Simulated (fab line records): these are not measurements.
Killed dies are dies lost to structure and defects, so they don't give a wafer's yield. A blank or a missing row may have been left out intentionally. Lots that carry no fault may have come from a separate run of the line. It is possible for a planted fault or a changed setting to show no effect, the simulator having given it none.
Matching of chambers	flow nandHarc	4 sister chambers for NHARC_P_ZERO_WELL_ETCH_63 on rieSi-02
The step etches the open film in HBr/Cl2, target depth 120 nm, time 40.1 s. 4 wafers are shown with their chamber, then 8 later ones without.

## WAFERS PAIRED WITH THEIR CHAMBERS
wafer	chamber	drypumpMotorCurrentA (A)
L357.1	3	5.71
L357.3	2	5.95
L357.6	0	5.99
L358.2	1	5.35

## WAFERS WITH NO CHAMBER GIVEN
wafer	drypumpMotorCurrentA (A)
L358.3	5.96
L358.4	5.94
L361.1	5.31
L361.3	5.72
L361.6	5.72
L364.2	5.31
L364.3	5.74
L364.4	5.98

## EACH ONE'S CHAMBER
wafer	from the rows above	in truth
L358.3	can't be placed: 2 or 0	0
L358.4	can't be placed: 2 or 0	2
L361.1	1	1
L361.3	3	3
L361.6	3	3
L364.2	1	1
L364.3	3	3
L364.4	can't be placed: 0 or 2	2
Correct placement for 5 of the 8. Cannot be placed on the basis of these rows: 3; the candidates contain the true chamber in 3. Number placed wrongly: 0.
How it was worked out, from the rows above alone: a wafer's distance from a chamber is the root of the sum, over the readings, of the square of ((its reading less the chamber's mean) divided by the reading's scatter). If the next closest chamber is less than 2 further off than the closest, the wafer can't be placed; otherwise it belongs to the closest. For every chamber, the mean is computed from those of its wafers that are shown. The scatter: with one shown wafer a chamber, the root of the mean of the squares of how far each hidden wafer lies from its nearest shown one.
